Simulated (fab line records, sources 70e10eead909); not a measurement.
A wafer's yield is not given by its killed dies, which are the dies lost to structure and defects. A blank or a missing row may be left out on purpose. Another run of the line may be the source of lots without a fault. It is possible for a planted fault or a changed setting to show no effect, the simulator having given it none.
Matching of chambers | flow nand-harc | NHARC_A_STAIRCASE_DESCUM_11 on rie-diel-11 has 4 sister chambers
The step chemistry O2, time 3 s. 8 wafers are shown with their chamber, then 10 later ones without.

## WAFERS WITH THEIR CHAMBER
wafer  | chamber | drypump-motor-current-A (A) | showerhead-plenum-p-Torr (Torr)
L075.6 | 0       | 6.3                         | 1.87
L085.3 | 0       | 6.3                         | 1.86
L085.5 | 1       | 5.6                         | 1.77
L086.1 | 3       | 5.9                         | 1.82
L086.2 | 2       | 5.3                         | 1.83
L086.5 | 1       | 5.6                         | 1.77
L089.3 | 3       | 5.8                         | 1.81
L089.4 | 2       | 5.3                         | 1.83

## WAFERS WITH NO CHAMBER GIVEN
wafer  | drypump-motor-current-A (A) | showerhead-plenum-p-Torr (Torr)
L089.6 | 6.4                         | 1.86
L094.2 | 5.6                         | 1.76
L094.3 | 5.9                         | 1.81
L094.5 | 5.9                         | 1.81
L095.1 | 5.3                         | 1.82
L095.3 | 6.3                         | 1.86
L095.6 | 5.6                         | 1.76
L097.1 | 6.3                         | 1.86
L097.3 | 5.3                         | 1.82
L097.4 | 5.8                         | 1.80

## THE CHAMBER EACH PASSED THROUGH
wafer  | from the rows above | in truth
L089.6 | 0                   | 0
L094.2 | 1                   | 1
L094.3 | 3                   | 3
L094.5 | 3                   | 3
L095.1 | 2                   | 2
L095.3 | 0                   | 0
L095.6 | 1                   | 1
L097.1 | 0                   | 0
L097.3 | 2                   | 2
L097.4 | 3                   | 3
10 of 10 placed correctly. From these rows, 0 cannot be placed. 0 placed wrongly.
How it was worked out, from the rows above alone: a wafer's distance from a chamber is the root of the sum, over the readings, of the square of ((its reading less the chamber's mean) divided by the reading's scatter). The wafer belongs to the nearest chamber; if the next one is less than 2 further off, it can't be placed. Each chamber's mean is taken over the wafers shown for it. How the scatter is found: for the shown wafers, subtract from each reading the mean of its chamber, square and add these, divide the total by (wafers less chambers), then take the root.
